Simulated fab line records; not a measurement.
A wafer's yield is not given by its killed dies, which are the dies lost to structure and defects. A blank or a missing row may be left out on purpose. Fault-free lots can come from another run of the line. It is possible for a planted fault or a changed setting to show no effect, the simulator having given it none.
Matching of chambers | flow n5-finfet | N5_BEOL_M5_DEP_56 on pecvd-01 has 3 sister chambers
The step deposits SiCN from 3MS/NH3, target thk 8 nm, time 14 s. 6 wafers are shown with their chamber, then 7 later ones without.

WAFERS WITH THEIR CHAMBER
wafer  | chamber | throttle-valve-pct (%) | showerhead-plenum-p-Torr (Torr)
L086.2 | 0       | 8.4                    | 3.664
L086.4 | 2       | 8.2                    | 3.658
L087.1 | 0       | 8.6                    | 3.670
L087.6 | 2       | 8.3                    | 3.662
L090.2 | 1       | 9.4                    | 3.673
L090.5 | 1       | 9.4                    | 3.654

WAFERS MISSING THEIR CHAMBER
wafer  | throttle-valve-pct (%) | showerhead-plenum-p-Torr (Torr)
L090.6 | 8.5                    | 3.666
L089.3 | 8.6                    | 3.660
L089.4 | 9.6                    | 3.661
L089.5 | 8.2                    | 3.669
L095.4 | 9.5                    | 3.663
L095.5 | 8.5                    | 3.669
L095.6 | 8.5                    | 3.670

WHICH CHAMBER EACH ONE RAN IN
wafer  | from the rows above | in truth
L090.6 | 0                   | 0
L089.3 | 0                   | 0
L089.4 | 1                   | 1
L089.5 | 2                   | 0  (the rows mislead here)
L095.4 | 1                   | 1
L095.5 | 0                   | 0
L095.6 | 0                   | 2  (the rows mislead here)
Placed correctly: 5 of 7. From these rows, 0 cannot be placed. Number placed wrongly: 2.
How it was worked out, from the rows above alone: a wafer's distance from a chamber is the root of the sum, over the readings, of the square of ((its reading less the chamber's mean) divided by the reading's scatter). If the next closest chamber is less than 2 further off than the closest, the wafer can't be placed; otherwise it belongs to the closest. For every chamber, the mean is computed from those of its wafers that are shown. The scatter: take each reading less its chamber's mean, square it, sum over the shown wafers, divide by the number of wafers less the number of chambers, and take the root.
